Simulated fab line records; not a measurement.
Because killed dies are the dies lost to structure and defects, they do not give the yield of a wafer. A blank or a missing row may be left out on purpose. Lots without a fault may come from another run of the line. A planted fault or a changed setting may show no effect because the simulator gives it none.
A lot that was struck, set against a sound lot    flow n5_finfet    14 steps out of a route of 1938
Sound: wafers L295.2, L295.3, L295.5. Wafers L293.2, L293.3, L293.4 were the ones struck. The cause comes at the end.
At each step with rows: each side's tool, then ch and its chambers, then its first start. Under that, the readings that differ: sound wafers    struck wafers    difference of the means    sigmas: that difference in standard deviations of wafers without a fault.
alike: readings with means less than 2 such deviations apart, plus words and numbers identical on both sides. not compared: withheld readings, readings lacking a value on some wafer, bounds such as >300 that could conceal the same value, and numbers that have no deviation in the record and whose values overlap.
Wherever a step has rows on one side only, a row that says differs or no value, or a row with sigmas, the two part there. Non-overlapping numbers with no deviation appear without sigmas and do not part them. A reading that every wafer of one side lacks parts them only if that side has two wafers or more.

N5_BEOL_M7_ETCH_62: etches SOC in N2/H2, target depth 110 nm, overetch 22 nm, time 165 s.
  sound on rie_diel-04 ch 0,1,3, day 11 02:01; struck on rie_diel-05 ch 0,2, day 10 04:47
  alike: drypump_motor_current_A, oes_product_au, rf_fwd_power_W, rf_vpp_V, showerhead_plenum_p_Torr, throttle_valve_pct
  not compared: rf_hours_counter_h
then, 1 step without rows for these wafers: N5_BEOL_M7_STRIP_68 (strips in N2/H2).
N5_BEOL_M7_STRIP_67: strips in CF4.
  sound on rie_diel-04 ch 0,1,3, day 11 02:10; struck on rie_diel-05 ch 0,2, day 10 04:56
  alike: drypump_motor_current_A, oes_product_au, rf_vpp_V, showerhead_plenum_p_Torr, throttle_valve_pct
  not compared: rf_hours_counter_h
N5_BEOL_M7_HM_OPEN_17: chemistry Cl2/BCl3, target TiN, target depth 20 nm, overetch 6 nm.
  sound on rie_metal-03 ch 0,1, day 11 02:12; struck on rie_metal-02 ch 0,1, day 10 04:59
  alike: bcl3_flow_sccm, drypump_motor_current_A, oes_product_au, rf_fwd_power_W, throttle_valve_pct
  not compared: rf_hours_counter_h
N5_BEOL_M7_STRIP_19: strips in O2.
  sound on rie_diel-03 ch 0,1,2, day 11 02:24; struck on rie_diel-03 ch 0,1,3, day 10 05:05
  alike: drypump_motor_current_A, oes_product_au, rf_vpp_V, showerhead_plenum_p_Torr, throttle_valve_pct
  not compared: rf_hours_counter_h
N5_BEOL_M7_CD_MEAS_18: pitch 80 nm, target cd 40 nm.
  sound on cd_sem-03 at day 11 02:28; struck on cd_sem-01 at day 10 05:10
  alike: cd_nm
then, 6 steps without rows for these wafers: N5_BEOL_M7_COAT_63 (time 60 s, resist thk 60 nm); N5_BEOL_M7_COAT_64 (time 60 s, resist thk 12 nm); N5_BEOL_M7_COAT_71 (time 60 s, resist thk 5 nm); N5_BEOL_M7_COAT_22 (resist thk 30 nm); N5_BEOL_M7_EBR_24; N5_BEOL_M7_SOFTBAKE_23 (time 60 s).
N5_BEOL_M7_EXPOSE_25: exposes mask V6, target cd 40 nm.
  sound on euv_scanner-01 ch 0, day 11 02:46; struck on euv_scanner-02, day 10 05:28
  no value came back on the struck wafers for exposure_dose_mJ_cm2, focus_offset_nm (nm), sigma_outer; on the sound wafers exposure_dose_mJ_cm2 reads 42.54 42.48 42.44
  alike: mask
then, 1 step without rows for these wafers: N5_BEOL_M7_PEB_26 (peb time 60 s).

WHERE THEY PART
At N5_BEOL_M7_EXPOSE_25 and nowhere else, as far as this record goes.

WHY: what the simulator had put in
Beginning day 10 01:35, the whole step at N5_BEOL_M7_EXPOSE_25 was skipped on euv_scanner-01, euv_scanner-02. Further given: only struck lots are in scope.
